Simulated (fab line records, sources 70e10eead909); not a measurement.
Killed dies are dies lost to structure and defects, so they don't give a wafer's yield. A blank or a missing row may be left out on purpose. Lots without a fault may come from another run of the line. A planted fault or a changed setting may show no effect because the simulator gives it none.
A struck lot beside a sound one | flow nand_harc | 38 steps out of a route of 1302
Sound: wafers L231.1, L231.2, L231.5. Struck: wafers L245.1, L245.2, L245.3. The cause comes at the end.
At each step with rows: each side's tool, then ch and its chambers, then its first start. Under that, the readings that differ: sound wafers | struck wafers | difference of the means | sigmas: that difference in standard deviations of wafers without a fault.
alike: readings whose means differ by less than 2 such deviations, and words and numbers that are the same on both sides. not compared: withheld readings, readings that some wafer has no value for, bounds like >300 that may hide the same value, and numbers for which the record gives no deviation and whose values overlap.
The two part at a step that has a row with sigmas, a row that says differs or no value, or rows on one side only. Numbers that don't overlap but have no deviation are shown without sigmas and don't part them. A reading that every wafer of one side lacks parts them only if that side has two wafers or more.

first, 8 steps without rows for these wafers: NHARC_A_STAIRCASE_HMDS_434 (time 30 s); NHARC_A_STAIRCASE_COAT_435; NHARC_A_STAIRCASE_SOFTBAKE_436 (time 170 s); NHARC_A_STAIRCASE_EBR_437; NHARC_A_STAIRCASE_EXPOSE_438 (exposes mask STAIR REV); NHARC_A_STAIRCASE_PEB_439 (peb time 130 s); NHARC_A_STAIRCASE_DEVELOP_440 (time 140 s); NHARC_A_STAIRCASE_HARDBAKE_442 (time 140 s).
NHARC_A_STAIRCASE_DESCUM_443: chemistry O2, time 3 s.
  sound on rie_diel-01 ch 0,1,2, day 19 13:35; struck on rie_diel-02 ch 0,1,3, day 24 15:50
  alike: drypump_motor_current_A, oes_product_au, rf_vpp_V, showerhead_plenum_p_Torr, throttle_valve_pct
  not compared: rf_hours_counter_h
NHARC_A_STAIRCASE_ETCH_444: etches the open film in C4F8/O2, target depth 20400 nm, time 6800 s.
  sound on rie_diel-01 ch 0,2, day 19 13:40; struck on rie_diel-02 ch 0,1,2, day 24 15:54
  alike: bias_w, oes_product_au, rf_vpp_V
  not compared: rf_hours_counter_h
NHARC_A_STAIRCASE_STRIP_446: strips in O2.
  sound on plasma_asher-02 ch 0,1, day 19 18:03; struck on plasma_asher-02 ch 0,1, day 24 20:17
  alike: drypump_motor_current_A, heater_power_w
  not compared: rf_hours_counter_h
then, 3 steps without rows for these wafers: NHARC_A_STAIRCASE_STRIP_447 (strips in SPM, time 900 s); NHARC_A_STAIRCASE_PRECLEAN_448 (cleans in SC1); NHARC_A_STAIRCASE_SRD_449.
NHARC_A_STAIRCASE_CMP_450: polishes SiO2, target thk 200 nm.
  sound on cmp-01 ch 1,3, day 19 18:52; struck on cmp-01 ch 0,2,3, day 24 21:05
  alike: motor_current_A
then, 5 steps without rows for these wafers: NHARC_A_STAIRCASE_CMP_152 (polishes); NHARC_A_STAIRCASE_SRD_154; NHARC_A_STAIRCASE_ETCH_403 (etches SiO2 in dHF, target depth 108.2 nm); NHARC_A_STAIRCASE_ETCHBACK_422 (etches the open film in CH3F/O2, target depth 40 nm, time 74.286 s); NHARC_A_STAIRCASE_ETCH_423 (etches SiO2 in dHF, target depth 30 nm).
NHARC_A_STAIRCASE_ETCHBACK_157: etches the open film in CH3F/O2, target depth 90 nm, time 167.14 s.
  sound on rie_diel-01 ch 0,2,3, day 19 19:50; struck on rie_diel-10 ch 0,1,3, day 24 22:00
  alike: bias_w, drypump_motor_current_A, oes_product_au, rf_vpp_V, showerhead_plenum_p_Torr, throttle_valve_pct
  not compared: rf_hours_counter_h
then, 1 step without rows for these wafers: NHARC_A_STAIRCASE_STRIP_475 (strips in O2, time 20 s).
NHARC_A_STAIRCASE_DEP_471: deposits SiO2, target thk 100 nm.
  sound on pecvd-02 ch 1,2, day 19 20:06; struck on pecvd-04 ch 0,1,2, day 24 22:21
  alike: heater_power_w, mfc_precursor_sccm, throttle_valve_pct
then, 13 steps without rows for these wafers: NHARC_A_STAIRCASE_CMP_472 (polishes SiO2); NHARC_A_STAIRCASE_SRD_474; NHARC_A_SGD_CUT_DEP_00 (deposits SiNx, target thk 50 nm); NHARC_A_SGD_CUT_DEHYDRATE_01 (time 120 s); NHARC_A_SGD_CUT_HMDS_02 (time 30 s); NHARC_A_SGD_CUT_COAT_56 (time 75 s); NHARC_A_SGD_CUT_COAT_57 (time 65 s); NHARC_A_SGD_CUT_COAT_03 (resist thk 90 nm); NHARC_A_SGD_CUT_SOFTBAKE_04 (time 55 s); NHARC_A_SGD_CUT_EBR_05; NHARC_A_SGD_CUT_EXPOSE_06 (exposes mask SGD); NHARC_A_SGD_CUT_PEB_07 (peb time 65 s); NHARC_A_SGD_CUT_DEVELOP_08 (develop time 35 s).
NHARC_A_SGD_CUT_CD_MEAS_09: target cd 100 nm.
  sound on cd_sem-03 ch 0, day 19 21:36; struck on cd_sem-02 ch 0, day 24 23:46
  alike: cd_nm
-- the record jumps here: 5 days lie between the struck wafers' starts before and after (it left off in module A_SGD_CUT and takes up again in module END, whose first step shown is number 1302 of the route) --
NHARC_END_SORT_01:
  the record has rows for the struck wafers here (prober-02 ch 0, day 30 06:44) and none for the sound ones

WHERE THEY PART
Only at NHARC_END_SORT_01, within this record.

WHY: what the simulator had put in
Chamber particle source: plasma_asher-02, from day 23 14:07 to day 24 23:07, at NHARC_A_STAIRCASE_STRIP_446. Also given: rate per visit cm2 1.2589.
